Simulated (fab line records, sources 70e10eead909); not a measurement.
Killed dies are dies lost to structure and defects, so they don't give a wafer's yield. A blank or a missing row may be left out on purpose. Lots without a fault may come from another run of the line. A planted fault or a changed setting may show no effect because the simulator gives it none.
Chamber matching | flow nand_harc | NHARC_A_CONTACT_ALD_18 on ald_metal-04: 4 sister chambers
The step deposits TiN, target thk 3 nm, pulse time 1 s, ald cycles 150. 20 wafers are shown with their chamber, then 10 later ones without.

WAFERS WITH THEIR CHAMBER
wafer  | chamber | heater_power_w (W) | susceptor_temp_C (C) | precursor_pulse_height_rel
L081.1 | 3       | 1138               | 450.28               | 1.018
L081.2 | 2       | 1100               | 450.09               | 1.044
L081.4 | 0       | 1287               | 449.77               | 0.975
L081.3 | 1       | 1190               | 450.08               | 1.024
L081.5 | 0       | 1294               | 450.26               | 1.000
L081.6 | 3       | 1114               | 450.28               | 1.005
L084.2 | 0       | 1311               | 450.19               | 1.004
L084.4 | 2       | 1090               | 450.43               | 1.020
L084.5 | 1       | 1228               | 450.04               | 0.977
L086.3 | 2       | 1099               | 450.19               | 0.988
L086.4 | 0       | 1317               | 449.82               | 1.018
L086.6 | 1       | 1224               | 450.07               | 0.977
L085.1 | 0       | 1310               | 450.27               | 1.038
L085.3 | 2       | 1093               | 450.15               | 0.976
L085.6 | 2       | 1080               | 450.14               | 0.973
L090.3 | 2       | 1070               | 449.97               | 1.023
L090.5 | 3       | 1157               | 450.20               | 0.969
L090.6 | 0       | 1263               | 450.02               | 0.976
L092.3 | 2       | 1106               | 450.40               | 0.993
L092.4 | 3       | 1089               | 450.47               | 0.966

SIGNATURES (means of the wafers above)
reading                    | chamber 0 | chamber 1 | chamber 2 | chamber 3 | scatter within a chamber
heater_power_w             | 1297.00   | 1214.00   | 1091.14   | 1124.50   | 20.1
susceptor_temp_C           | 450.0550  | 450.0633  | 450.1957  | 450.3075  | 0.167
precursor_pulse_height_rel | 1.00183   | 0.99267   | 1.00243   | 0.98950   | 0.026
Rule: a wafer's distance from a chamber is the root of the sum, over the readings, of the square of ((its reading less the chamber's mean) divided by the reading's scatter). The wafer belongs to the nearest chamber; if the next one is less than 2 further off, it can't be placed. The scatter: the root of (the sum of the squares of (reading less its chamber's mean) over the shown wafers, divided by (wafers less chambers)).

WAFERS WITHOUT THEIR CHAMBER
wafer  | heater_power_w (W) | susceptor_temp_C (C) | precursor_pulse_height_rel
L092.5 | 1295               | 449.69               | 0.987
L092.1 | 1218               | 449.66               | 1.027
L092.2 | 1294               | 449.67               | 0.996
L092.6 | 1131               | 450.21               | 1.023
L094.3 | 1275               | 449.90               | 1.011
L094.4 | 1225               | 449.89               | 0.988
L094.6 | 1296               | 449.83               | 0.971
L095.1 | 1095               | 450.05               | 0.994
L095.4 | 1330               | 450.09               | 0.975
L095.6 | 1096               | 449.97               | 0.971

WHICH CHAMBER EACH WENT THROUGH
wafer  | from the rows above     | in truth
L092.5 | 0                       | 0
L092.1 | can't be placed: 1 or 0 | 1
L092.2 | 0                       | 0
L092.6 | can't be placed: 3 or 2 | 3
L094.3 | can't be placed: 0 or 1 | 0
L094.4 | 1                       | 1
L094.6 | 0                       | 0
L095.1 | can't be placed: 2 or 3 | 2
L095.4 | 0                       | 0
L095.6 | can't be placed: 2 or 3 | 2
Placed correctly: 5 of 10. Can't be placed from these rows: 5 (the true chamber is among the candidates in 5). Placed wrongly: 0.
